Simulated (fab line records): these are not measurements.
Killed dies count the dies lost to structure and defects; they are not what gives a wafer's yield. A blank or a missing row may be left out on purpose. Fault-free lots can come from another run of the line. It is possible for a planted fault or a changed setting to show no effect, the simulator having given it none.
Which of the tools did it?    flow n5_finfet    Sampling: 24 lots, 72 wafers, 6 of 1938 route steps

WHAT EACH GAUGE READ, for each wafer
N5_BEOL_M10_INSPECT_13: inspects for defects (brightfield). Usual: raw_defect_count 446, standard deviation 120.
lot   measured      on                 raw_defect_count  flag
L074  day 9 16:02   defect_inspect-01  519 500 491       
L076  day 10 03:25  defect_inspect-01  434 372 422       
L075  day 10 18:13  defect_inspect-01  357 454 421       
L077  day 11 02:38  defect_inspect-02  933 664 661       
L078  day 11 13:17  defect_inspect-01  545 493 441       
L079  day 11 21:26  defect_inspect-01  424 419 365       
L080  day 12 05:09  defect_inspect-02  423 387 429       
L083  day 12 12:55  defect_inspect-02  478 516 408       
L082  day 12 20:56  defect_inspect-01  358 383 401       
L081  day 12 21:07  defect_inspect-01  549 396 333       
L084  day 13 06:58  defect_inspect-02  573 495 473       
L085  day 13 15:07  defect_inspect-01  515 365 518       
L089  day 13 22:50  defect_inspect-01  449 461 629       
L086  day 13 23:03  defect_inspect-01  448 357 473       
L087  day 14 05:10  defect_inspect-01  412 430 529       
L088  day 14 07:07  defect_inspect-02  419 364 390       
L090  day 14 11:39  defect_inspect-02  368 541 407       
L092  day 14 16:46  defect_inspect-02  537 326 496       
L093  day 14 17:19  defect_inspect-01  450 394 452       
L091  day 15 01:07  defect_inspect-02  530 664 1004      
L094  day 15 19:46  defect_inspect-02  371 272 422       
L095  day 15 20:05  defect_inspect-01  412 348 363       
L097  day 16 10:50  defect_inspect-01  355 313 302       
L096  day 17 01:30  defect_inspect-02  246 423 294       

N5_BEOL_M10_INSPECT_30: inspects for defects (brightfield). Usual: raw_defect_count 453, standard deviation 120.
lot   measured      on                 raw_defect_count  flag
L074  day 9 17:07   defect_inspect-01  501 477 488       
L076  day 10 04:50  defect_inspect-01  389 366 421       
L075  day 10 21:35  defect_inspect-01  382 436 432       
L077  day 11 07:11  defect_inspect-02  927 715 691       
L078  day 11 15:29  defect_inspect-01  561 500 461       
L079  day 11 23:42  defect_inspect-02  507 436 431       
L080  day 12 06:37  defect_inspect-01  395 348 374       
L083  day 12 15:37  defect_inspect-02  467 497 440       
L082  day 12 23:35  defect_inspect-02  382 419 418       
L081  day 12 23:33  defect_inspect-02  617 427 383       
L084  day 13 08:34  defect_inspect-02  586 496 503       
L085  day 13 17:52  defect_inspect-01  501 353 482       
L089  day 14 01:01  defect_inspect-02  485 517 701       
L086  day 14 01:11  defect_inspect-01  450 338 429       
L087  day 14 06:19  defect_inspect-02  440 470 559       
L088  day 14 08:53  defect_inspect-01  412 350 368       
L090  day 14 12:41  defect_inspect-02  341 585 391       
L092  day 14 20:13  defect_inspect-02  561 327 479       
L093  day 14 20:23  defect_inspect-02  464 452 459       
L091  day 15 01:57  defect_inspect-01  479 616 905       
L094  day 15 23:24  defect_inspect-01  359 266 394       
L095  day 15 23:34  defect_inspect-01  393 340 386       
L097  day 16 16:05  defect_inspect-02  423 328 312       
L096  day 17 03:52  defect_inspect-02  257 427 316       

N5_BEOL_M12_CD_MEAS_17: the cd target is 140 nm. Usual: cd_nm 139.6 nm, standard deviation 1.6.
lot   measured      on         cd_nm (nm)         flag
L074  day 10 07:52  cd_sem-02  142.8 140.6 141.2  
L076  day 10 18:29  cd_sem-03  140.9 138.2 139.7  
L075  day 11 11:51  cd_sem-02  137.9 138.9 138.5  
L077  day 11 19:45  cd_sem-01  139.6 138.9 139.1  
L078  day 12 05:25  cd_sem-01  142.2 142.3 143.0  
L079  day 12 14:35  cd_sem-01  139.2 139.0 138.3  
L080  day 12 20:01  cd_sem-03  140.6 141.5 142.2  
L083  day 13 03:22  cd_sem-03  138.2 138.8 136.1  
L082  day 13 14:08  cd_sem-02  139.7 139.6 141.4  
L081  day 13 13:14  cd_sem-01  141.9 140.0 140.1  
L084  day 13 21:30  cd_sem-03  137.7 139.3 140.5  
L085  day 14 07:59  cd_sem-02  138.5 138.5 139.7  
L089  day 14 14:44  cd_sem-03  139.6 141.7 139.6  
L086  day 14 14:32  cd_sem-03  141.3 137.5 138.6  
L087  day 14 17:50  cd_sem-01  140.6 142.2 139.6  
L088  day 14 23:06  cd_sem-02  138.5 141.6 137.9  
L090  day 15 03:51  cd_sem-03  138.0 137.8 139.3  
L092  day 15 08:50  cd_sem-03  138.7 136.5 138.5  
L093  day 15 08:55  cd_sem-03  140.2 139.3 140.4  
L091  day 15 17:50  cd_sem-03  139.4 139.1 141.2  
L094  day 16 13:12  cd_sem-02  137.2 142.4 139.6  
L095  day 16 15:08  cd_sem-02  137.7 140.2 140.2  
L097  day 17 05:57  cd_sem-01  141.2 139.6 139.5  
L096  day 17 16:10  cd_sem-03  136.6 138.7 137.9  

EACH LOT AND THE TOOL THAT RAN IT (in order: tool; ch and the chambers of the sampled wafers; start)
lot   N5_BEOL_M10_STRIP_67                N5_BEOL_M10_TRENCH_ETCH_37                     N5_BEOL_M12_DESCUM_15
L074  rie_diel-04 ch 0,2, day 9 16:19     rie_diel-02 ch 0,1,3, day 10 07:22 or earlier  rie_diel-01 ch 0,1,2, day 10 07:22
L076  rie_diel-04 ch 2,3, day 10 03:48    rie_diel-01 ch 0,2, day 10 17:59 or earlier    rie_diel-02 ch 0,1,2, day 10 17:59
L075  rie_diel-02 ch 0,1, day 10 18:29    rie_diel-02 ch 2,3, day 11 11:21 or earlier    rie_diel-02 ch 1,2,3, day 11 11:21
L077  rie_diel-04 ch 2,3, day 11 02:55    rie_diel-02 ch 0,3, day 11 19:16 or earlier    rie_diel-04 ch 1,2,3, day 11 19:16
L078  rie_diel-01 ch 0,2,3, day 11 14:51  rie_diel-04 ch 0,1,2, day 12 04:56 or earlier  rie_diel-01 ch 0,1,2, day 12 04:56
L079  rie_diel-01 ch 1,2,3, day 11 21:42  rie_diel-02 ch 1,2,3, day 12 14:05 or earlier  rie_diel-02 ch 0,1, day 12 14:05
L080  rie_diel-01 ch 0,2,3, day 12 05:26  rie_diel-02 ch 1,2, day 12 19:32 or earlier    rie_diel-01 ch 0,3, day 12 19:32
L083  rie_diel-01 ch 0,1,3, day 12 13:10  rie_diel-04 ch 1,3, day 13 02:53 or earlier    rie_diel-02 ch 0,1,3, day 13 02:53
L082  rie_diel-02 ch 0,1,3, day 12 21:13  rie_diel-04 ch 1,2,3, day 13 13:38 or earlier  rie_diel-04 ch 1,2, day 13 13:38
L081  rie_diel-02 ch 0,3, day 12 21:28    rie_diel-02 ch 1,3, day 13 12:44 or earlier    rie_diel-04 ch 0,1,3, day 13 12:44
L084  rie_diel-01 ch 0,3, day 13 07:13    rie_diel-04 ch 0,1,2, day 13 21:01 or earlier  rie_diel-01 ch 0,2,3, day 13 21:01
L085  rie_diel-01 ch 1,2,3, day 13 15:27  rie_diel-04 ch 0,1,2, day 14 07:29 or earlier  rie_diel-04 ch 0,2,3, day 14 07:29
L089  rie_diel-04 ch 1,2, day 13 23:15    rie_diel-02 ch 0,1,3, day 14 14:14 or earlier  rie_diel-01 ch 2,3, day 14 14:14
L086  rie_diel-04 ch 0,3, day 13 23:30    rie_diel-01 ch 0,2,3, day 14 14:02 or earlier  rie_diel-04 ch 0,1, day 14 14:02
L087  rie_diel-02 ch 1,3, day 14 05:26    rie_diel-01 ch 0,2, day 14 17:21 or earlier    rie_diel-01 ch 0,1,2, day 14 17:21
L088  rie_diel-04 ch 1,2, day 14 07:28    rie_diel-04 ch 1,3, day 14 22:36 or earlier    rie_diel-04 ch 0,1,3, day 14 22:36
L090  rie_diel-02 ch 0,1,3, day 14 11:55  rie_diel-04 ch 1,2,3, day 15 03:22 or earlier  rie_diel-01 ch 0,2,3, day 15 03:22
L092  rie_diel-02 ch 0,1, day 14 17:02    rie_diel-02 ch 2,3, day 15 08:20 or earlier    rie_diel-04 ch 0,1,2, day 15 08:20
L093  rie_diel-04 ch 0,1, day 14 17:35    rie_diel-04 ch 0,2, day 15 08:25 or earlier    rie_diel-01 ch 0,2,3, day 15 08:25
L091  rie_diel-01 ch 0,1, day 15 01:23    rie_diel-01 ch 0,2,3, day 15 17:20 or earlier  rie_diel-01 ch 0,2,3, day 15 17:20
L094  rie_diel-01 ch 0,1,3, day 15 20:13  rie_diel-01 ch 1,2,3, day 16 12:43 or earlier  rie_diel-02 ch 0,1,2, day 16 12:43
L095  rie_diel-02 ch 0,1,3, day 15 20:22  rie_diel-01 ch 1,3, day 16 14:39 or earlier    rie_diel-02 ch 2,3, day 16 14:39
L097  rie_diel-02 ch 0,1,3, day 16 11:05  rie_diel-04 ch 2,3, day 17 05:27 or earlier    rie_diel-02 ch 0,2,3, day 17 05:27
L096  rie_diel-02 ch 1,2,3, day 17 02:05  rie_diel-01 ch 0,1,2, day 17 15:40 or earlier  rie_diel-02 ch 0,1,2, day 17 15:40
- N5_BEOL_M10_STRIP_67: strips in CF4.
- N5_BEOL_M10_TRENCH_ETCH_37: etches SiCOH lowk in C4F6/O2, target depth 148.83 nm, time 48 s.
- N5_BEOL_M12_DESCUM_15: chemistry O2, time 7.9 s.

AS READ BY THE TOOLS THEMSELVES (means over the sampled wafers that have a number; for cases with no such wafer, the mark the record gives instead)
N5_BEOL_M10_STRIP_67. Usual: drypump_motor_current_A 5.5 A, standard deviation 0.39; oes_product_au 0.81 a.u., standard deviation 0.078; rf_vpp_V 271.6 V, standard deviation 1.3; showerhead_plenum_p_Torr 1.81 Torr, standard deviation 0.042; throttle_valve_pct 13.58 %, standard deviation 0.17.
lot   tool         drypump_motor_current_A (A)  oes_product_au (a.u.)  rf_vpp_V (V)  showerhead_plenum_p_Torr (Torr)  throttle_valve_pct (%)  flag
L074  rie_diel-04  5.6                          0.79                   271.2         1.80                             13.65                   
L076  rie_diel-04  5.5                          0.84                   271.2         1.81                             13.54                   
L075  rie_diel-02  5.0                          0.76                   271.6         1.81                             13.87                   
L077  rie_diel-04  5.5                          0.83                   271.6         1.81                             13.56                   
L078  rie_diel-01  5.6                          0.84                   272.7         1.84                             13.37                   
L079  rie_diel-01  5.9                          0.78                   271.4         1.82                             13.50                   
L080  rie_diel-01  5.7                          0.84                   272.5         1.84                             13.38                   
L083  rie_diel-01  5.6                          0.78                   271.7         1.82                             13.53                   
L082  rie_diel-02  5.2                          0.82                   272.4         1.82                             13.67                   
L081  rie_diel-02  5.3                          0.80                   271.7         1.84                             13.64                   
L084  rie_diel-01  5.4                          0.83                   271.8         1.83                             13.42                   
L085  rie_diel-01  5.9                          0.88                   272.4         1.81                             13.34                   
L089  rie_diel-04  5.4                          0.81                   270.6         1.78                             13.61                   
L086  rie_diel-04  5.6                          0.85                   270.6         1.79                             13.52                   
L087  rie_diel-02  5.0                          0.73                   272.4         1.82                             13.75                   
L088  rie_diel-04  5.4                          0.81                   270.6         1.78                             13.60                   
L090  rie_diel-02  5.2                          0.79                   271.8         1.82                             13.71                   
L092  rie_diel-02  5.0                          0.82                   272.0         1.80                             13.76                   
L093  rie_diel-04  5.5                          0.86                   270.0         1.76                             13.49                   
L091  rie_diel-01  5.7                          0.89                   272.2         1.85                             13.29                   
L094  rie_diel-01  5.6                          0.85                   271.6         1.82                             13.39                   
L095  rie_diel-02  5.2                          0.78                   271.6         1.81                             13.73                   
L097  rie_diel-02  5.1                          0.77                   271.1         1.81                             13.75                   
L096  rie_diel-02  5.1                          0.71                   271.0         1.79                             13.78                   

N5_BEOL_M10_TRENCH_ETCH_37. Usual: drypump_motor_current_A is 5.5 A with standard deviation 0.37, mfc_ar_sccm is 300.0 sccm with standard deviation 0.83, oes_f_703_au is 0.81 a.u. with standard deviation 0.073, oes_product_au is 0.81 a.u. with standard deviation 0.075, rf_vpp_V is 665 V with standard deviation 9.8, showerhead_plenum_p_Torr is 2.87 Torr with standard deviation 0.071, and throttle_valve_pct is 20.92 % with standard deviation 0.16.
lot   tool         drypump_motor_current_A (A)  mfc_ar_sccm (sccm)  oes_f_703_au (a.u.)  oes_product_au (a.u.)  rf_vpp_V (V)  showerhead_plenum_p_Torr (Torr)  throttle_valve_pct (%)  flag
L074  rie_diel-02  5.2                          299.9               0.75                 0.75                   667           2.91                             21.14                   
L076  rie_diel-01  5.8                          299.4               0.85                 0.85                   680           3.00                             20.72                   
L075  rie_diel-02  5.4                          301.7               0.72                 0.72                   675           2.86                             20.88                   
L077  rie_diel-02  5.5                          299.2               0.70                 0.69                   667           2.92                             21.18                   
L078  rie_diel-04  5.5                          299.5               0.79                 0.79                   654           2.81                             20.98                   
L079  rie_diel-02  5.1                          300.1               0.74                 0.73                   671           2.87                             21.01                   
L080  rie_diel-02  5.0                          300.0               0.76                 0.76                   669           2.85                             21.11                   
L083  rie_diel-04  5.5                          300.2               0.83                 0.84                   655           2.81                             20.92                   
L082  rie_diel-04  5.5                          300.4               0.83                 0.83                   655           2.84                             20.96                   
L081  rie_diel-02  5.0                          299.9               0.74                 0.73                   668           2.91                             21.04                   
L084  rie_diel-04  5.5                          300.5               0.88                 0.88                   655           2.81                             20.86                   
L085  rie_diel-04  5.5                          299.8               0.87                 0.86                   655           2.81                             20.87                   
L089  rie_diel-02  5.2                          298.9               0.81                 0.80                   667           2.89                             21.08                   
L086  rie_diel-01  5.7                          299.2               0.82                 0.83                   673           2.91                             20.77                   
L087  rie_diel-01  5.5                          299.9               0.82                 0.82                   681           2.98                             20.76                   
L088  rie_diel-04  5.5                          300.4               0.82                 0.82                   654           2.80                             20.94                   
L090  rie_diel-04  5.5                          300.3               0.81                 0.82                   655           2.83                             20.99                   
L092  rie_diel-02  5.4                          300.2               0.69                 0.70                   676           2.85                             20.93                   
L093  rie_diel-04  5.7                          300.2               0.89                 0.88                   658           2.81                             20.81                   
L091  rie_diel-01  5.7                          299.9               0.80                 0.81                   672           2.91                             20.78                   
L094  rie_diel-01  5.9                          299.6               0.84                 0.84                   668           2.88                             20.77                   
L095  rie_diel-01  5.8                          300.1               0.87                 0.87                   665           2.86                             20.75                   
L097  rie_diel-04  5.5                          300.7               0.79                 0.77                   657           2.86                             21.05                   
L096  rie_diel-01  5.7                          300.2               0.82                 0.83                   676           2.95                             20.76                   

N5_BEOL_M12_DESCUM_15. Usual: drypump_motor_current_A 5.5 A, standard deviation 0.36; oes_product_au 0.81 a.u., standard deviation 0.082; rf_vpp_V 243.5 V, standard deviation 1.2; showerhead_plenum_p_Torr 2.11 Torr, standard deviation 0.059; throttle_valve_pct 20.41 %, standard deviation 0.16.
lot   tool         drypump_motor_current_A (A)  oes_product_au (a.u.)  rf_vpp_V (V)  showerhead_plenum_p_Torr (Torr)  throttle_valve_pct (%)  flag
L074  rie_diel-01  5.8                          0.80                   244.5         2.19                             20.32                   
L076  rie_diel-02  5.3                          0.74                   243.2         2.11                             20.65                   
L075  rie_diel-02  5.1                          0.75                   243.7         2.11                             20.49                   
L077  rie_diel-04  5.5                          0.84                   242.8         2.09                             20.47                   
L078  rie_diel-01  5.7                          0.78                   244.7         2.19                             20.33                   
L079  rie_diel-02  5.4                          0.94                   244.0         2.13                             20.59                   
L080  rie_diel-01  5.6                          0.83                   243.1         2.09                             20.27                   
L083  rie_diel-02  5.2                          0.81                   243.8         2.13                             20.54                   
L082  rie_diel-04  5.4                          0.83                   242.7         2.07                             20.45                   
L081  rie_diel-04  5.6                          0.88                   242.7         2.07                             20.40                   
L084  rie_diel-01  5.6                          0.82                   243.2         2.14                             20.29                   
L085  rie_diel-04  5.6                          0.85                   243.6         2.09                             20.44                   
L089  rie_diel-01  6.0                          0.81                   244.1         2.15                             20.34                   
L086  rie_diel-04  5.5                          0.87                   241.8         2.04                             20.36                   
L087  rie_diel-01  5.7                          0.85                   243.8         2.18                             20.24                   
L088  rie_diel-04  5.6                          0.85                   242.0         2.06                             20.41                   
L090  rie_diel-01  5.7                          0.81                   244.2         2.14                             20.32                   
L092  rie_diel-04  5.5                          0.85                   243.3         2.06                             20.42                   
L093  rie_diel-01  5.7                          0.81                   244.6         2.14                             20.32                   
L091  rie_diel-01  5.7                          0.81                   243.7         2.14                             20.31                   
L094  rie_diel-02  5.3                          0.77                   243.2         2.09                             20.61                   
L095  rie_diel-02  5.2                          0.68                   243.8         2.11                             20.45                   
L097  rie_diel-02  5.4                          0.74                   243.1         2.11                             20.51                   
L096  rie_diel-02  5.3                          0.76                   244.0         2.09                             20.62                   

THE ANSWER, worked out from the rows above alone
Rule: a lot is off if the mean of its wafers that have a number lies more than 3 standard deviations from the usual mean. A lot without any number at a reading at which 4 lots or more have one is off too. All remaining lots with rows at the step are treated as sound. After the gauges, taken in route order, come the tools' own readings; for these a lot's mean is taken, as printed above. At the first step where some lot is off, the reading lying furthest off is the one used; lots without a number count as furthest.
Across all readings shown, no lot is off: no conclusion can be drawn from this.

WHAT THE SIMULATOR HAD INSERTED
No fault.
